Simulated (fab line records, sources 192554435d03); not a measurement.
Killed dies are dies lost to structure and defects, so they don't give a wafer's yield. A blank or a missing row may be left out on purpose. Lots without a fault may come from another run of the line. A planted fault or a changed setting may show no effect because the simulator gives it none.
fab line records | flow n5_finfet
record lots=10 wafers=30 last_day=17
route steps=1938 shown BEOL_M15@1821 TV_OPEN@1887 PAD_METAL@1894 PASSIVATION@1929
lots that met no fault: from a run of the same line without faults
start_h: hours from the record's first day to the start of the lot's first wafer shown | wait_h: hours since the lot's step before | " the same as in the row above | L1.1+2: a row that stands for several wafers | - no value, or no start given | * or withheld: withheld | < > ~ a bound
route shown NAME@n: a module of which the file shows steps, and the number in the route of the first | usual: mean/standard deviation of fault-free wafers | same: alike in all rows | chamber/n: place in a boat | sites: the reading at each site | _std_site: their standard deviation | _edge_site: outer sites' mean less inner sites' | radius_mm: how far each site lies from the wafer's centre | mask NAME#n: copy n | behind: the tool/chamber that last shaped the wafer | hold: why the lot was held/for how many hours/how that ended | device: the transistor (n, p or np) that didn't switch | end of line: the same wafers' tests at the end of the route | a step without rows: its recipe alone | killed: dies lost to structure and defects at the first sort, not the wafer's yield | map: a wafer's dies, x killed, . not, _ none there
set.NAME: the setting as run; set.NAME@STEP: as run at that earlier step | model.NAME: the simulator's own value behind a step, which no gauge read
steps of the route over a sample of lots; a table a step, a row a wafer
services: from which hour (start_h, from the record's first day; less than 0 if before it) a tool's chamber was out of use, for how many hours, and why
## steps
# step N5_BEOL_M15_SPUTTER_45
# recipe material=Cu target_thk_a=1000 temp_c=-20 bias_v=60 power_w=26000 chamber_pressure_pa=0.13 time_s=16.67
# usual throttle_valve_pct=30.1/0.66
# columns lot.wafer tool chamber start_h wait_h throttle_valve_pct
L631.1 pvd_sputter-03 - 243.09 0.0 30.5
L631.4 " - " " 28.9
L631.6 " - " " 29.9
L635.1 pvd_sputter-01 - 268.20 0.0 29.8
L635.3 " - " " 30.1
L635.5 " - " " 30.0
L634.2 pvd_sputter-03 - 270.08 0.0 30.5
L634.3 " - " " 29.5
L634.4 " - " " 29.8
L642.2 pvd_sputter-01 - 320.55 0.0 30.8
L642.3 " - " " 30.2
L642.6 " - " " 30.7
L646.1 pvd_sputter-02 - 339.31 0.0 29.3
L646.3 " - " " 30.4
L646.4 " - " " 29.3
L643.3 pvd_sputter-02 - 340.87 0.0 29.3
L643.4 " - " " 31.1
L643.6 " - " " 29.2
L647.2 pvd_sputter-02 - 352.04 0.0 29.2
L647.5 " - " " 29.6
L647.6 " - " " 31.3
L650.1 pvd_sputter-02 - 366.65 0.0 29.1
L650.3 " - " " 29.3
L650.4 " - " " 31.0
L649.1 pvd_sputter-01 - 376.07 0.0 29.9
L649.2 " - " " 29.9
L649.5 " - " " 30.0
L653.1 pvd_sputter-02 - 387.91 0.0 29.2
L653.4 " - " " 30.6
L653.5 " - " " 30.2
# step N5_PASSIVATION_PASS_ETCH_74
# recipe chemistry=CF4/O2 target=SiNx target_depth_a=2200 time_s=110 ion_energy_ev=100 pressure_mtorr=40 source_w=535 bias_w=49 Ar_flow_sccm=100 cf4_flow_sccm=100 O2_flow_sccm=10
# usual bias_w=48.98/0.13 drypump_motor_current_A=5.85/0.24 oes_ar_750_au=0.79/0.086 oes_product_au=0.79/0.087 rf_vpp_V=239/4.6 showerhead_plenum_p_Torr=2.21/0.087 throttle_valve_pct=16.05/0.26
# columns lot.wafer tool chamber start_h wait_h bias_w drypump_motor_current_A oes_ar_750_au oes_product_au rf_hours_counter_h rf_vpp_V showerhead_plenum_p_Torr throttle_valve_pct
L631.1 rie_diel-05 2 251.80 0.0 49.23 5.81 0.85 0.85 81 231 2.33 16.11
L631.4 " 1 " " 48.94 5.66 0.96 0.96 - 236 2.18 15.64
L631.6 " 3 " " 48.93 5.99 0.73 0.72 - 238 2.11 16.24
L635.1 rie_diel-04 3 275.32 0.0 49.00 6.21 0.72 0.72 205 239 2.19 16.36
L635.3 " 1 " " 49.10 5.99 0.81 0.82 107 237 2.14 15.76
L635.5 " 0 " " 49.03 5.48 0.72 0.71 - 240 2.11 16.14
L634.2 rie_diel-03 0 281.07 0.0 48.80 6.28 0.70 0.71 212 247 2.18 16.29
L634.3 " 3 " " 48.97 5.77 0.91 0.91 28 247 2.33 15.67
L634.4 " 1 " " 48.96 5.56 0.72 0.72 206 239 2.12 16.23
L642.2 rie_diel-05 1 332.24 0.0 49.01 5.68 0.92 0.92 27 234 2.17 15.70
L642.3 " 3 " " 49.03 6.00 0.72 0.71 196 237 2.11 16.25
L642.6 " 3 " " 48.92 6.01 0.71 0.71 - 237 2.10 16.26
L646.1 rie_diel-04 3 346.71 0.0 49.04 6.23 0.70 0.69 226 240 2.18 16.40
L646.3 " 2 " " 49.06 5.64 0.85 0.82 48 238 2.34 15.74
L646.4 " 3 " " 48.97 6.25 0.71 0.69 - 240 2.18 16.40
L643.3 rie_diel-05 3 349.14 0.0 48.97 5.99 0.72 0.71 202 239 2.10 16.29
L643.4 " 1 " " 48.92 5.66 0.90 0.90 - 234 2.17 15.73
L643.6 " 3 " " 49.17 5.99 0.70 0.70 - 237 2.10 16.28
L647.2 rie_diel-03 0 361.21 0.0 48.99 6.30 0.68 0.69 238 247 2.17 16.33
L647.5 " 0 " " 48.86 6.30 0.69 0.68 - 247 2.17 16.34
L647.6 " 1 " " 48.82 5.59 0.71 0.70 - 237 2.11 16.28
L650.1 rie_diel-03 3 374.44 0.0 48.88 5.79 0.87 0.87 55 246 2.32 15.74
L650.3 " 1 " " 48.96 5.56 0.71 0.71 231 237 2.11 16.28
L650.4 " 2 " " 48.96 5.69 0.71 0.71 213 247 2.26 16.21
L649.1 rie_diel-05 0 384.28 0.0 48.99 5.80 0.88 0.88 31 238 2.16 16.05
L649.2 " 1 " " 49.01 5.66 0.88 0.88 44 236 2.17 15.73
L649.5 " 2 " " 49.08 5.82 0.81 0.80 - 232 2.31 16.19
L653.1 rie_diel-04 1 397.14 0.0 48.97 6.01 0.77 0.78 140 237 2.12 15.84
L653.4 " 0 " " 49.09 5.49 0.70 0.70 229 239 2.10 16.18
L653.5 " 3 " " 48.74 6.22 0.69 0.68 - 239 2.18 16.42
# step N5_PASSIVATION_PRE_CLEAN_19
# recipe gas=H2/He time_s=* temp_c=*
# usual heater_power_w=439/42
# columns lot.wafer tool chamber start_h wait_h heater_power_w
L631.1 pvd_sputter-03 - 252.67 0.0 452
L631.4 " - " " 481
L631.6 " - " " 482
L635.1 pvd_sputter-03 - 276.06 0.0 443
L635.3 " - " " 478
L635.5 " - " " 430
L634.2 pvd_sputter-03 - 281.99 0.0 422
L634.3 " - " " 453
L634.4 " - " " 473
L642.2 pvd_sputter-02 - 333.29 0.0 388
L642.3 " - " " 434
L642.6 " - " " 443
L646.1 pvd_sputter-03 - 347.33 0.0 456
L646.3 " - " " 456
L646.4 " - " " 414
L643.3 pvd_sputter-02 - 350.32 0.0 443
L643.4 " - " " 417
L643.6 " - " " 391
L647.2 pvd_sputter-02 - 362.29 0.0 442
L647.5 " - " " 401
L647.6 " - " " 395
L650.1 pvd_sputter-01 - 375.33 0.0 370
L650.3 " - " " 408
L650.4 " - " " 494
L649.1 pvd_sputter-02 - 386.91 0.0 387
L649.2 " - " " 406
L649.5 " - " " 396
L653.1 pvd_sputter-02 - 398.18 0.0 448
L653.4 " - " " 408
L653.5 " - " " 538
# step N5_PASSIVATION_PASS_ETCH_47
# recipe chemistry=CF4/O2 target=SiNx target_depth_a=7700 time_s=385 ion_energy_ev=100 pressure_mtorr=40 source_w=535 bias_w=49 Ar_flow_sccm=100 cf4_flow_sccm=100 O2_flow_sccm=10
# usual bias_w=48.99/0.15 drypump_motor_current_A=5.7/0.47 oes_ar_750_au=0.82/0.063 oes_product_au=0.81/0.066 rf_vpp_V=238/5 showerhead_plenum_p_Torr=2.19/0.076 throttle_valve_pct=15.85/0.19
# columns lot.wafer tool chamber start_h wait_h bias_w drypump_motor_current_A oes_ar_750_au oes_product_au rf_hours_counter_h rf_vpp_V showerhead_plenum_p_Torr throttle_valve_pct
L631.1 rie_diel-02 2 255.34 0.0 49.23 5.7 0.85 0.85 50 246 2.25 15.77
L631.4 " 0 " " 48.95 5.5 0.86 0.84 68 235 2.33 15.81
L631.6 " 0 " " 48.78 5.5 0.86 0.84 - 233 2.33 15.81
L635.1 rie_diel-01 1 279.25 0.0 48.75 5.0 0.71 0.70 216 241 2.10 16.32
L635.3 " 2 " " 48.97 6.2 0.86 0.87 45 237 2.25 15.77
L635.5 " 2 " " 48.99 6.2 0.86 0.86 - 239 2.25 15.78
L634.2 rie_diel-02 3 285.08 0.0 49.19 6.1 0.87 0.88 45 236 2.16 15.86
L634.3 " 1 " " 49.00 6.3 0.75 0.74 190 233 2.12 15.85
L634.4 " 0 " " 49.20 5.5 0.85 0.83 79 233 2.33 15.84
L642.2 rie_diel-01 0 336.57 0.0 48.63 4.7 0.95 0.96 4 238 2.16 15.43
L642.3 " 3 " " 48.79 5.4 0.81 0.82 84 248 2.14 15.73
L642.6 " 2 " " 48.85 6.2 0.84 0.84 - 239 2.24 15.79
L646.1 rie_diel-02 2 350.05 0.0 49.14 5.8 0.81 0.81 79 247 2.24 15.83
L646.3 " 3 " " 49.08 6.1 0.85 0.85 65 236 2.15 15.89
L646.4 " 1 " " 48.98 6.3 0.74 0.73 210 231 2.12 15.87
L643.3 rie_diel-01 0 353.48 0.0 49.09 4.7 0.91 0.92 11 238 2.16 15.44
L643.4 " 2 " " 48.99 6.2 0.83 0.83 71 240 2.24 15.83
L643.6 " 3 " " 49.10 5.3 0.81 0.82 - 249 2.14 15.75
L647.2 rie_diel-02 3 365.20 0.0 48.92 6.1 0.83 0.84 70 236 2.15 15.91
L647.5 " 2 " " 48.85 5.8 0.80 0.80 - 246 2.24 15.84
L647.6 " 3 " " 48.89 6.1 0.84 0.84 - 236 2.15 15.90
L650.1 rie_diel-01 2 377.96 0.0 49.00 6.2 0.82 0.82 80 241 2.24 15.84
L650.3 " 3 " " 48.96 5.4 0.80 0.81 101 247 2.14 15.77
L650.4 " 0 " " 49.06 4.7 0.89 0.91 - 238 2.15 15.48
L649.1 rie_diel-02 2 389.61 0.0 49.01 5.8 0.80 0.80 91 248 2.24 15.85
L649.2 " 3 " " 49.11 6.1 0.83 0.83 78 236 2.14 15.92
L649.5 " 3 " " 49.20 6.1 0.83 0.84 - 237 2.14 15.91
L653.1 rie_diel-01 2 401.79 0.0 49.00 6.2 0.81 0.81 90 239 2.23 15.86
L653.4 " 3 " " 49.09 5.4 0.78 0.80 110 248 2.13 15.78
L653.5 " 0 " " 48.96 4.7 0.88 0.88 - 237 2.15 15.50
# step N5_PASSIVATION_PROBE_49
# usual defect_limited_yield=91.0/1.5 killed_at_M0_to_M3=34/11 killed_at_M4_up=14/5.3 killed_at_contacts=13/7 killed_at_front_end=41/13 killed_at_other=4/3.1 killed_dies=106/17 killed_on_rim=14/3.9 killed_open=70/12 killed_short=35/8 sort_bin_5_function=5.2/0.98 sort_bin_6_memory=3.4/0.69 sort_n_pass=1074/17 sort_yield_pct=91.0/1.5
# same gross_dies=1180 killed_at_back_side=0 sort_bin_4_leakage[%]=0 sort_bin_8_speed[%]=0
# columns lot.wafer tool chamber start_h wait_h defect_limited_yield[%] killed_at_M0_to_M3 killed_at_M4_up killed_at_contacts killed_at_front_end killed_at_other killed_dies killed_on_rim killed_open killed_short sort_bin_5_function[%] sort_bin_6_memory[%] sort_n_pass sort_yield_pct[%]
L642.2 prober-02 - 339.64 0.1 90.8 15 10 18 59 7 109 10 67 42 4.8 4.0 1071 90.8
L642.3 prober-02 - 339.69 0.1 92.7 10 15 17 40 4 86 11 51 32 3.3 3.4 1094 92.7
L642.6 prober-02 - 339.84 0.3 89.6 24 14 32 46 7 123 17 81 39 5.3 4.9 1057 89.6
L643.3 prober-02 - 356.60 0.1 93.6 23 11 3 33 6 76 11 40 35 3.6 2.7 1104 93.6
L643.4 prober-02 - 356.65 0.2 91.8 35 11 12 33 6 97 18 63 34 4.7 3.3 1083 91.8
L643.6 prober-02 - 356.75 0.3 90.3 32 11 18 47 7 115 13 82 33 5.9 3.6 1065 90.3
L650.3 prober-02 - 381.07 0.1 92.7 28 15 17 25 1 86 10 60 26 4.7 2.4 1094 92.7
L649.1 prober-02 - 392.62 0.0 85.8 44 6 9 41 67 167 28 61 45 8.9 3.1 1013 85.8
L649.2 prober-02 - 392.67 0.1 82.8 36 9 15 31 112 203 31 71 28 9.9 4.1 977 82.8
L649.5 prober-02 - 392.82 0.2 85.6 32 12 21 32 73 170 30 60 41 9.1 3.9 1010 85.6
L653.1 prober-02 - 404.80 0.0 84.4 49 7 11 29 88 184 31 61 34 8.9 4.1 996 84.4
L653.4 prober-02 - 404.95 0.2 83.9 41 9 9 26 105 190 30 63 21 10.4 2.6 990 83.9
L653.5 prober-02 - 405.00 0.2 79.2 59 10 8 33 136 246 27 78 32 13.4 4.4 934 79.2
# killed by level:class
L642.2 STI_FIN_REVEAL:geometric_particle:open=22 MOL_CONTACT_COAG:geometric_particle:open=15 FIN_SAQP:geometric_particle:open=9 FIN_SAQP:geometric_particle:short=8 STI_FIN_REVEAL:geometric_particle:short=7 BEOL_M0:geometric_particle:short=5 GATE_CUT:geometric_particle:short=3 MOL_CONTACT_COAG:geometric_particle:short=3
L642.3 MOL_CONTACT_COAG:geometric_particle:open=13 FIN_SAQP:geometric_particle:open=9 GATE_CUT:geometric_particle:short=8 STI_FIN_REVEAL:geometric_particle:open=6 FIN_SAQP:geometric_particle:short=5 BEOL_M4:geometric_particle:open=5 MOL_CONTACT_COAG:geometric_particle:short=4 BEOL_M0_SAQP:geometric_particle:open=3
L642.6 MOL_CONTACT_COAG:geometric_particle:open=25 STI_FIN_REVEAL:geometric_particle:open=15 BEOL_M3:geometric_particle:open=8 MOL_CONTACT_COAG:geometric_particle:short=7 FIN_SAQP:geometric_particle:open=6 FIN_SAQP:geometric_particle:short=5 STI_FIN_REVEAL:geometric_particle:short=5 BEOL_M0_SAQP:geometric_particle:open=5
L643.3 DUMMY_GATE:geometric_particle:open=9 BEOL_M0_SAQP:geometric_particle:open=8 STARTING-WAFER:geometric_particle:short=6 FIN_SAQP:geometric_particle:short=4 BEOL_M0_SAQP:geometric_particle:short=4 BEOL_M2:geometric_particle:open=4 BEOL_M4:geometric_particle:open=4 DUMMY_GATE:geometric_particle:short=3
L643.4 BEOL_M2:geometric_particle:open=11 STI_FIN_REVEAL:geometric_particle:open=7 MOL_CONTACT_COAG:geometric_particle:open=7 GATE_CUT:geometric_particle:short=6 BEOL_M0_SAQP:geometric_particle:short=6 MOL_CONTACT_COAG:geometric_particle:short=5 BEOL_M1:geometric_particle:open=5 STARTING-WAFER:geometric_particle:open=5
L643.6 STI_FIN_REVEAL:geometric_particle:open=19 MOL_CONTACT_COAG:geometric_particle:open=15 BEOL_M3:geometric_particle:open=11 BEOL_M0_SAQP:geometric_particle:open=6 BEOL_M0_SAQP:geometric_particle:short=6 FIN_SAQP:geometric_particle:short=5 GATE_CUT:geometric_particle:short=5 STARTING-WAFER:geometric_particle:open=5
L650.3 MOL_CONTACT_COAG:geometric_particle:open=12 BEOL_M1:geometric_particle:open=12 BEOL_M4:geometric_particle:open=9 FIN_SAQP:geometric_particle:open=8 STI_FIN_REVEAL:geometric_particle:open=8 BEOL_M0_SAQP:geometric_particle:short=6 MOL_CONTACT_COAG:geometric_particle:short=5 FIN_SAQP:geometric_particle:short=3
L649.1 PAD_METAL:unspecified=61 DUMMY_GATE:geometric_particle:open=12 BEOL_M0_SAQP:geometric_particle:short=12 BEOL_M1:geometric_particle:open=10 STI_FIN_REVEAL:geometric_particle:open=7 GATE_CUT:geometric_particle:short=6 MOL_CONTACT_COAG:geometric_particle:open=6 BEOL_M0_SAQP:geometric_particle:open=6
L649.2 PAD_METAL:unspecified=103 BEOL_M0_SAQP:geometric_particle:open=13 STI_FIN_REVEAL:geometric_particle:open=8 MOL_CONTACT_COAG:geometric_particle:open=8 FIN_SAQP:geometric_particle:open=7 MOL_CONTACT_COAG:geometric_particle:short=7 BEOL_M1:geometric_particle:open=5 BEOL_M4:geometric_particle:open=5
L649.5 PAD_METAL:unspecified=68 MOL_CONTACT_COAG:geometric_particle:open=17 GATE_CUT:geometric_particle:short=7 BEOL_M0_SAQP:geometric_particle:open=7 BEOL_M0_SAQP:geometric_particle:short=5 BEOL_M3:geometric_particle:open=5 BEOL_M4:geometric_particle:open=5 GATE_CUT:geometric_particle:open=4
L653.1 PAD_METAL:unspecified=88 BEOL_M2:geometric_particle:open=11 FIN_SAQP:geometric_particle:short=10 MOL_CONTACT_COAG:geometric_particle:open=9 DUMMY_GATE:geometric_particle:open=7 BEOL_M0_SAQP:geometric_particle:open=7 BEOL_M0_SAQP:geometric_particle:short=7 BEOL_M2:geometric_particle:short=7
L653.4 PAD_METAL:unspecified=105 BEOL_M2:geometric_particle:open=17 FIN_SAQP:geometric_particle:short=10 MOL_CONTACT_COAG:geometric_particle:open=8 BEOL_M0_SAQP:geometric_particle:open=8 FIN_SAQP:geometric_particle:open=7 BEOL_M4:geometric_particle:open=5 BEOL_M0_SAQP:geometric_particle:short=4
L653.5 PAD_METAL:unspecified=135 BEOL_M0_SAQP:geometric_particle:open=11 BEOL_M2:geometric_particle:open=11 BEOL_M3:geometric_particle:open=9 BEOL_M1:geometric_particle:open=8 STI_FIN_REVEAL:geometric_particle:open=7 MOL_CONTACT_COAG:geometric_particle:open=7 DUMMY_GATE:geometric_particle:open=6
## services
# columns tool chamber start_h hours kind
rie_diel-04 - 234.11 1.7 repair
rie_diel-02 2 235.45 2.4 repair
rie_diel-01 3 246.14 18.9 repair
rie_diel-04 0 248.92 19.3 repair
rie_diel-05 - 261.73 0.6 repair
rie_diel-05 - 266.08 0.8 repair
rie_diel-04 1 276.61 5.4 repair
rie_diel-04 - 281.45 0.4 repair
rie_diel-04 1 283.72 16.7 repair
pvd_sputter-02 - 288.44 40.3 repair
rie_diel-05 1 290.76 9.6 repair
rie_diel-01 2 299.37 5.1 repair
rie_diel-01 0 304.44 - clean
rie_diel-01 - 311.59 0.2 repair
rie_diel-03 1 318.53 5.0 repair
rie_diel-04 0 325.47 51.5 repair
rie_diel-04 - 336.74 2.8 pm
rie_diel-02 2 343.93 4.8 repair
rie_diel-05 0 345.20 7.0 repair
rie_diel-02 2 363.16 1.3 repair
pvd_sputter-01 - 365.77 7.8 repair
rie_diel-02 1 369.34 9.8 repair
rie_diel-04 1 399.64 4.2 repair
rie_diel-05 3 401.01 6.9 repair
## key
first_sign step=N5_PASSIVATION_PROBE_49 reading=killed_at_other direction=up sigmas=30 usual=4 struck=97
effect step=N5_PASSIVATION_PROBE_49 reading=defect_limited_yield direction=down sigmas=5 usual=91.0 struck=83.6
more_kills_born_at N5_PASSIVATION_PRE_CLEAN_19@pvd_sputter-02=560
met_at N5_PASSIVATION_PRE_CLEAN_19
struck_lots L649,L653
not_acting_at N5_BEOL_M15_SPUTTER_45,N5_PASSIVATION_PASS_ETCH_74,N5_PASSIVATION_PASS_ETCH_47
onset_between 362.29 386.91
also_fits time
fault kind=chamber_particle_source tool=pvd_sputter-02 chamber=- onset_h=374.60 steps=N5_PASSIVATION_PRE_CLEAN_19 rate_per_visit_cm2=1.2584 end_h=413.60
